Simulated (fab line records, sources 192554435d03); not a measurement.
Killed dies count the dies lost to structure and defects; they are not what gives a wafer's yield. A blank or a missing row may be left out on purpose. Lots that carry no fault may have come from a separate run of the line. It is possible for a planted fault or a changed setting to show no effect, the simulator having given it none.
Chamber matching ; flow n5_finfet ; 4 sister chambers for N5_BEOL_M8_ETCH_61 on rie_diel-01
The step etches SiARC in CF4, target depth 45.5 nm, time 75.8 s. 22 wafers are shown with their chamber, then 11 later ones without.

== WAFERS, EACH WITH ITS CHAMBER ==
wafer;chamber;showerhead_plenum_p_Torr (Torr);drypump_motor_current_A (A);oes_product_au (a.u.)
L075.3;2;2.21;5.9;0.61
L075.5;2;2.21;5.8;0.61
L075.6;1;2.15;5.5;0.68
L078.1;0;2.10;5.5;0.74
L078.4;1;2.15;5.5;0.69
L078.5;2;2.21;5.9;0.61
L077.1;3;2.10;6.1;0.75
L077.5;0;2.09;5.5;0.72
L077.6;2;2.21;5.9;0.60
L079.2;1;2.15;5.5;0.67
L079.4;0;2.09;5.4;0.72
L079.6;2;2.21;5.9;0.60
L084.1;2;2.21;5.8;0.60
L084.4;3;2.09;6.1;0.74
L084.5;1;2.15;5.5;0.67
L087.3;3;2.09;6.1;0.73
L087.5;2;2.21;5.8;0.60
L087.6;3;2.09;6.1;0.73
L086.1;3;2.09;6.1;0.73
L086.3;2;2.20;5.9;0.60
L086.4;1;2.14;5.5;0.66
L090.1;0;2.09;5.5;0.70

SIGNATURES, as means of the wafers listed above
reading;chamber 0;chamber 1;chamber 2;chamber 3;scatter within a chamber
showerhead_plenum_p_Torr;2.0925;2.1480;2.2088;2.0920;0.00423
drypump_motor_current_A;5.475;5.500;5.862;6.100;0.0382
oes_product_au;0.7200;0.6740;0.6038;0.7360;0.0101
Rule: a wafer lies at a distance from a chamber equal to the root of the sum of squares, over the readings, of (its reading less the chamber's mean, divided by the reading's scatter). If the next closest chamber is less than 2 further off than the closest, the wafer can't be placed; otherwise it belongs to the closest. The scatter: take each reading less its chamber's mean, square it, sum over the shown wafers, divide by the number of wafers less the number of chambers, and take the root.

== WAFERS WHOSE CHAMBER IS MISSING ==
wafer;showerhead_plenum_p_Torr (Torr);drypump_motor_current_A (A);oes_product_au (a.u.)
L090.4;2.14;5.5;0.66
L090.5;2.09;6.1;0.71
L088.1;2.20;5.8;0.60
L088.2;2.09;6.1;0.72
L088.3;2.14;5.5;0.67
L096.1;2.09;6.1;0.70
L096.3;2.14;5.5;0.65
L096.5;2.09;6.1;0.70
L097.2;2.08;5.5;0.69
L097.4;2.08;5.5;0.68
L097.6;2.14;5.5;0.65

== CHAMBER TAKEN BY EACH ==
wafer;from the rows above;in truth
L090.4;1;1
L090.5;3;3
L088.1;2;2
L088.2;3;3
L088.3;1;1
L096.1;3;3
L096.3;1;1
L096.5;3;3
L097.2;0;0
L097.4;0;0
L097.6;1;1
11 of 11 placed correctly. From these rows, 0 cannot be placed. 0 placed wrongly.
